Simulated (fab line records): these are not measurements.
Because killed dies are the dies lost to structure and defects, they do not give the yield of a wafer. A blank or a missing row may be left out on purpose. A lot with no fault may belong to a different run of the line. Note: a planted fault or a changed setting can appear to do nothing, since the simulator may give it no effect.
Struck lot and sound lot, side by side :: flow n5 finfet :: 16 out of 1938 route steps
Sound: these wafers, L889.1, L889.2, L889.6. Wafers L892.2, L892.3, L892.6 were the ones struck. At the end, the cause is stated.
At each step with rows: each side's tool, then ch and its chambers, then its first start. Under that, the readings that differ: sound wafers :: struck wafers :: difference of the means :: sigmas: that difference in standard deviations of wafers without a fault.
alike: words and numbers the same on both sides, and readings whose means are apart by under 2 such deviations; not compared: readings that were withheld, readings missing a value for some wafer, numbers with overlapping values and no deviation given by the record, and bounds like >300 which may hide the same value.
A row with sigmas, a row that says differs or no value, or rows on one side alone: a step with any of these is where the two part. Non-overlapping numbers with no deviation appear without sigmas and do not part them. Lack of a reading on every wafer of one side parts them only where that side has two or more wafers.

first, 4 steps without rows for these wafers: N5_WELL_APT_EXPOSE_22 (exposes mask PWELL, defocus 0 nm, target cd 200 nm); N5_WELL_APT_PEB_23 (peb time 90 s); N5_WELL_APT_DEVELOP_24 (develop time 45 s); N5_WELL_APT_HARDBAKE_29 (time 120 s).
N5_WELL_APT_CD_MEAS_25: target cd 200 nm.
  sound on cd sem-03 ch 0, day 2 21:01; struck on cd sem-02 ch 0, day 3 14:55
  alike: cd nm
N5_WELL_APT_OVL_MEAS_26:
  sound on overlay-01 ch 0, day 2 21:03; struck on overlay-02 ch 0, day 3 14:57
  alike: PWELL_OVL
N5_WELL_APT_INSPECT_27: inspects for defects (macro).
  sound on defect inspect-02, day 2 21:04; struck on defect inspect-01, day 3 14:59
  alike: raw defect count
N5_WELL_APT_DESCUM_30: chemistry O2, time 7.9 s.
  sound on rie diel-06 ch 1,2,3, day 2 21:07; struck on rie diel-06 ch 0,1,2, day 3 15:43
  alike: drypump motor current A, oes product au, rf vpp V, showerhead plenum p Torr, throttle valve pct
  not compared: rf hours counter h
then, 3 steps without rows for these wafers: N5_WELL_APT_IMPLANT_31; N5_WELL_APT_IMPLANT_32; N5_WELL_APT_STRIP_33 (strips in SPM, time 900 s).
N5_WELL_APT_RTA_34: time 10 s.
  sound on rtp anneal-01 ch 0, day 2 21:54; struck on rtp anneal-01 ch 0, day 3 16:30
  alike: lamp power pct, wafer_temp_C_max
N5_WELL_APT_OXIDE_STRIP_42: strips SiO2 in dHF, time 45 s, target depth 12 nm.
  sound on wet bench-02 ch 5,6,7, day 2 22:03; struck on wet bench-03 ch 5,6,7, day 3 16:38
  no value came back on the struck wafers for bath heat duty pct (%), run length s (s), time s (s); on the sound wafers bath heat duty pct (%) reads 5.8 5.3 6.9
reading: model.SiO2_of_ZERO_LAYER_PECVD_02.thk nm (nm)
sound: 0 0 0
struck: 10.08 10.03 10.16
difference: +10.09
sigmas: 
then, 1 step without rows for these wafers: N5_WELL_APT_PRECLEAN_36 (cleans in O3/DIW, time 45 s).
N5_BEOL_M4_RC_MEAS_101:
  the record has rows for the sound wafers here (prober-02 ch 0, day 9 02:13) and none for the struck ones
-- the record jumps here: 10 days lie between the struck wafers' starts before and after (it left off in module BEOL_M4 and takes up again in module PASSIVATION, whose first step shown is number 1936 of the route) --
N5_PASSIVATION_PROBE_49:
  rows exist in the record for the struck wafers here (prober-01, day 13 22:21), but not for the sound ones

WHERE THEY PART
Earliest at N5_WELL_APT_OXIDE_STRIP_42; latest, in this record, at N5_PASSIVATION_PROBE_49.

WHY: the cause the simulator had injected
Beginning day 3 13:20, the whole step at N5_WELL_APT_OXIDE_STRIP_42 was skipped on wet bench-03. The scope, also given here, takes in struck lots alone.
